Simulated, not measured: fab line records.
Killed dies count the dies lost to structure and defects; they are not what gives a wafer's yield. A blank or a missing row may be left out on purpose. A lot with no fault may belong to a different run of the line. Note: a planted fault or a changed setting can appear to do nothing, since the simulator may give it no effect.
Which tool is to blame? ; flow nandHarc ; 11 lots with 33 wafers sampled at 5 steps, on a route of 1159 steps

== WHAT THE GAUGES SHOWED, per wafer ==
NHARC_END_SORT_01.
lot;measured;on;defectLimitedYield (%)
L658;day 23 02:55;prober-02;0 0 93.4

== WHICH TOOL RAN EACH LOT (tool, then ch and the chambers of the sampled wafers, then the start) ==
lot;NHARC_A_M0_PVD_21;NHARC_A_BONDPAD_ETCH_12;NHARC_A_BONDPAD_ETCH_24;NHARC_A_BONDPAD_PVD_17
L645;pvdSputter-02, day 18 04:08;rieDiel-09 ch 1,2, no start;rieDiel-02 ch 2,3, no start;pvdSputter-02, no start
L646;pvdSputter-03, day 18 04:36;rieDiel-02 ch 0,1, no start;rieDiel-09 ch 0,2,3, no start;pvdSputter-01, no start
L648;pvdSputter-01, day 18 06:31;rieDiel-04 ch 0,2,3, no start;rieDiel-09 ch 0,1,3, no start;pvdSputter-02, no start
L647;pvdSputter-01, day 18 09:19;rieDiel-04 ch 1,2,3, no start;rieDiel-09 ch 1,3, no start;pvdSputter-03, no start
L652;pvdSputter-02, day 19 06:14;rieDiel-09 ch 1,2, no start;rieDiel-04 ch 0,2,3, no start;pvdSputter-01, no start
L651;pvdSputter-01, day 19 06:44;rieDiel-09 ch 1,2,3, no start;rieDiel-04 ch 1,2, no start;pvdSputter-01, no start
L650;pvdSputter-02, day 19 18:16;rieDiel-04 ch 1,2,3, no start;rieDiel-09 ch 1,2,3, no start;pvdSputter-01, no start
L658;pvdSputter-03, day 21 09:34;rieDiel-09 ch 3, day 23 02:55 or earlier;rieDiel-09 ch 0, day 23 02:55 or earlier;pvdSputter-01, day 23 02:55 or earlier
L661;pvdSputter-01, day 22 01:44;rieDiel-04 ch 0,3, no start;rieDiel-09 ch 1,2,3, no start;pvdSputter-03, no start
L665;pvdSputter-01, day 22 21:14;rieDiel-09 ch 0,1, no start;rieDiel-09 ch 0,2,3, no start;pvdSputter-02, no start
L663;pvdSputter-01, day 22 21:46;rieDiel-09 ch 0,2,3, no start;rieDiel-09 ch 0,2,3, no start;pvdSputter-02, no start
- NHARC_A_M0_PVD_21: deposits Cu, target thk 30 nm, time 20.49 s.
- NHARC_A_BONDPAD_ETCH_12: etches the open film in CHF3/O2, target depth 220 nm, time 110 s.
- NHARC_A_BONDPAD_ETCH_24: etches the open film in CF4/N2, target depth 30 nm, time 72.99 s.
- NHARC_A_BONDPAD_PVD_17: deposits TaN, target thk 5 nm, time 8.06 s.

== THE ANSWER, worked out from the rows above alone ==
Rule: the usual values come from the lots themselves. The widest of any qualifying gaps counts: lots, ordered by their means at a reading, are off when they make up no more than a third of the lots, leave a main group of 4 or more, and stand apart from it by 3 or more times the standard deviation of that group's means. The tables above print the reading to a certain number of digits; a main group whose means all agree to those digits is not used. Also off: a lot with no number at a reading for which 4 or more lots have one. The other lots that the step has rows for count as sound.
Across all readings shown, no lot is off: no conclusion can be drawn from this.

== WHAT THE SIMULATOR HAD INSERTED ==
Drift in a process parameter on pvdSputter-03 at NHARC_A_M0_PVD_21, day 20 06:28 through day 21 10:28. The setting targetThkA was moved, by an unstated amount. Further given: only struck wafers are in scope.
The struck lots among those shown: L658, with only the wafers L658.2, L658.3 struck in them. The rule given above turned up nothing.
